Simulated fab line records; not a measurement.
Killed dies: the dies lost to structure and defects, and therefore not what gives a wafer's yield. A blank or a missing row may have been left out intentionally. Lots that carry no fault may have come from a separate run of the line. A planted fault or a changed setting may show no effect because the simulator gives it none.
Matching of chambers -- flow n5-finfet -- N5_BEOL_M0_SAQP_ETCH_107 on rie-diel-06: 4 sister chambers
The step etches SiNx in CH3F/O2, target depth 30 nm. 7 wafers are shown with their chamber, then 8 later ones without.

## EACH WAFER AND ITS CHAMBER
wafer,chamber,showerhead-plenum-p-Torr (Torr),drypump-motor-current-A (A)
L075.2,2,2.07,5.45
L078.6,3,2.14,5.92
L085.5,0,1.99,5.77
L085.6,3,2.13,5.88
L090.5,0,1.99,5.81
L090.6,1,1.97,5.31
L091.1,1,1.96,5.29

## WAFERS WITH NO CHAMBER GIVEN
wafer,showerhead-plenum-p-Torr (Torr),drypump-motor-current-A (A)
L091.4,1.99,5.80
L091.5,1.96,5.30
L096.1,1.98,5.78
L096.4,1.96,5.28
L096.6,2.06,5.46
L097.1,1.96,5.31
L097.2,2.06,5.42
L097.3,2.13,5.88

## THE CHAMBER EACH PASSED THROUGH
wafer,from the rows above,in truth
L091.4,0,0
L091.5,1,1
L096.1,0,0
L096.4,1,1
L096.6,2,2
L097.1,1,1
L097.2,2,2
L097.3,3,3
Placed correctly: 8 of 8. Can't be placed from these rows: 0. Placed wrongly: 0.
How it was worked out, from the rows above alone: a wafer's distance from a chamber is the root of the sum, over the readings, of the square of ((its reading less the chamber's mean) divided by the reading's scatter). The wafer belongs to the nearest chamber; if the next one is less than 2 further off, it can't be placed. For every chamber, the mean is computed from those of its wafers that are shown. How the scatter is found: for the shown wafers, subtract from each reading the mean of its chamber, square and add these, divide the total by (wafers less chambers), then take the root.
